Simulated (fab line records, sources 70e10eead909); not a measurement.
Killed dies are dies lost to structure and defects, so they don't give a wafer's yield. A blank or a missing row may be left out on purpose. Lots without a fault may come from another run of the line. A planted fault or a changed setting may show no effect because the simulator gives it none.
A struck lot beside a sound one | flow nand_harc | 33 steps out of a route of 1159
Sound: wafers L992.2, L992.4, L992.6. Struck: wafers L997.1, L997.2, L997.5. The cause comes at the end.
At each step with rows: each side's tool, then ch and its chambers, then its first start. Under that, the readings that differ: sound wafers | struck wafers | difference of the means | sigmas: that difference in standard deviations of wafers without a fault.
alike: readings whose means differ by less than 2 such deviations, and words and numbers that are the same on both sides. not compared: withheld readings, readings that some wafer has no value for, bounds like >300 that may hide the same value, and numbers for which the record gives no deviation and whose values overlap.
The two part at a step that has a row with sigmas, a row that says differs or no value, or rows on one side only. Numbers that don't overlap but have no deviation are shown without sigmas and don't part them. A reading that every wafer of one side lacks parts them only if that side has two wafers or more.

first, 9 steps without rows for these wafers: NHARC_A_CHANNEL_HOLE_D1_DEP_00 (deposits aC, target thk 3100 nm); NHARC_A_CHANNEL_HOLE_D1_DEP_01 (deposits SiON, target thk 140 nm); NHARC_A_CHANNEL_HOLE_D1_DEHYDRATE_02 (time 120 s); NHARC_A_CHANNEL_HOLE_D1_HMDS_03 (time 30 s); NHARC_A_CHANNEL_HOLE_D1_COAT_36 (time 75 s); NHARC_A_CHANNEL_HOLE_D1_COAT_37 (time 65 s); NHARC_A_CHANNEL_HOLE_D1_COAT_04 (resist thk 90 nm); NHARC_A_CHANNEL_HOLE_D1_SOFTBAKE_05 (time 55 s); NHARC_A_CHANNEL_HOLE_D1_EBR_06.
NHARC_A_CHANNEL_HOLE_D1_EXPOSE_07: exposes mask HOLE D1, target cd 100 nm.
  sound on arfi_scanner-01 ch 0, day 7 15:27; struck on arfi_scanner-01 ch 0, day 9 14:10
  reading              | sound             | struck            | difference | sigmas
  exposure_dose_mJ_cm2 | 59.58 59.70 59.61 | 54.44 54.52 54.48 | -5.15      | -87
  alike: mask
then, 2 steps without rows for these wafers: NHARC_A_CHANNEL_HOLE_D1_PEB_08 (peb time 65 s); NHARC_A_CHANNEL_HOLE_D1_DEVELOP_09 (develop time 35 s).
NHARC_A_CHANNEL_HOLE_D1_CD_MEAS_10: target cd 100 nm.
  sound on cd_sem-02 ch 0, day 7 15:35; struck on cd_sem-02 ch 0, day 9 14:19
  reading    | sound          | struck         | difference | sigmas
  cd_nm (nm) | 99.3 99.7 99.0 | 95.5 96.5 94.9 | -3.7       | -6
NHARC_A_CHANNEL_HOLE_D1_DESCUM_15: chemistry O2, time 3 s.
  sound on rie_diel-13 ch 0,2,3, day 7 15:47; struck on rie_diel-13 ch 0,1, day 9 14:29
  reading                            | sound             | struck            | difference | sigmas
  model.A_CHANNEL_HOLE_D1.cd_nm (nm) | 98.14 100.1 98.99 | 95.08 95.87 94.66 | -3.87      |
  alike: drypump_motor_current_A, oes_product_au, rf_vpp_V, showerhead_plenum_p_Torr, throttle_valve_pct
  not compared: rf_hours_counter_h
then, 16 steps without rows for these wafers: NHARC_A_CHANNEL_HOLE_D1_ETCH_38 (etches the open film in CF4, target depth 39 nm, time 65 s); NHARC_A_CHANNEL_HOLE_D1_ETCH_39 (etches the open film in N2/H2, target depth 260 nm, time 325 s); NHARC_A_CHANNEL_HOLE_D1_ETCH_34 (etches the open film in CF4/CHF3, target depth 154 nm, time 77 s); NHARC_A_CHANNEL_HOLE_D1_ETCH_16 (etches the open film in O2/COS, target depth 3100 nm, time 806 s); NHARC_A_CHANNEL_HOLE_D1_ETCH_19 (etches the open film in C4F8/O2/Ar, time 34.5 s); NHARC_A_CHANNEL_HOLE_D1_ETCH_20 (etches the open film in C4F8/O2/Ar, time 361.9 s, target depth 1600 nm); NHARC_A_CHANNEL_HOLE_D1_ETCH_21 (etches the open film in C4F8/O2/Ar, time 514.3 s, target depth 1600 nm); NHARC_A_CHANNEL_HOLE_D1_ETCH_22 (etches the open film in C4F8/O2/Ar, time 666.7 s, target depth 1600 nm); NHARC_A_CHANNEL_HOLE_D1_ETCH_23 (etches the open film in C4F8/O2/Ar, time 819 s, target depth 1600 nm); NHARC_A_CHANNEL_HOLE_D1_ETCH_24 (etches the open film in C4F8/O2/Ar, time 906.2 s, target depth 1500 nm); NHARC_A_CHANNEL_HOLE_D1_ETCH_25 (etches the open film in C4F8/O2/Ar, time 1040.2 s, target depth 1500 nm); NHARC_A_CHANNEL_HOLE_D1_ETCH_26 (etches the open film in C4F8/O2/Ar, time 224.1 s, target depth 300 nm); NHARC_A_CHANNEL_HOLE_D1_ETCH_33 (etches the open film in C4F8/O2/Ar, time 90 s, target depth 400 nm); NHARC_A_CHANNEL_HOLE_D1_STRIP_41 (strips in N2/H2); NHARC_A_CHANNEL_HOLE_D1_STRIP_42 (strips in CF4/CHF3); NHARC_A_CHANNEL_HOLE_D1_STRIP_43 (strips in O2/COS).
NHARC_A_CHANNEL_HOLE_D1_ETCH_44: etches the open film in CF4/O2, target depth 140 nm, overetch 14 nm, time 77 s.
  sound on rie_diel-11 ch 1,2,3, day 7 21:40; struck on rie_diel-13 ch 0,2, day 9 20:23
  reading                            | sound             | struck            | difference | sigmas
  model.A_CHANNEL_HOLE_D1.cd_nm (nm) | 93.23 89.35 87.68 | 86.68 84.54 84.21 | -4.94      |
  alike: drypump_motor_current_A, oes_product_au, rf_vpp_V, showerhead_plenum_p_Torr, throttle_valve_pct
  not compared: rf_hours_counter_h
then, 2 steps without rows for these wafers: NHARC_A_CHANNEL_HOLE_D1_STRIP_27 (strips in O2); NHARC_END_SORT_01.

WHERE THEY PART
First at NHARC_A_CHANNEL_HOLE_D1_EXPOSE_07; last, within this record, at NHARC_A_CHANNEL_HOLE_D1_CD_MEAS_10. Later steps at which nothing parts them and some readings are alike: NHARC_A_CHANNEL_HOLE_D1_DESCUM_15, NHARC_A_CHANNEL_HOLE_D1_ETCH_44.

WHY: what the simulator had put in
Process parameter drift: arfi_scanner-01, from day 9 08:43 on, at NHARC_A_CHANNEL_HOLE_D1_EXPOSE_07. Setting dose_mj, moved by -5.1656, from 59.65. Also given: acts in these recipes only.
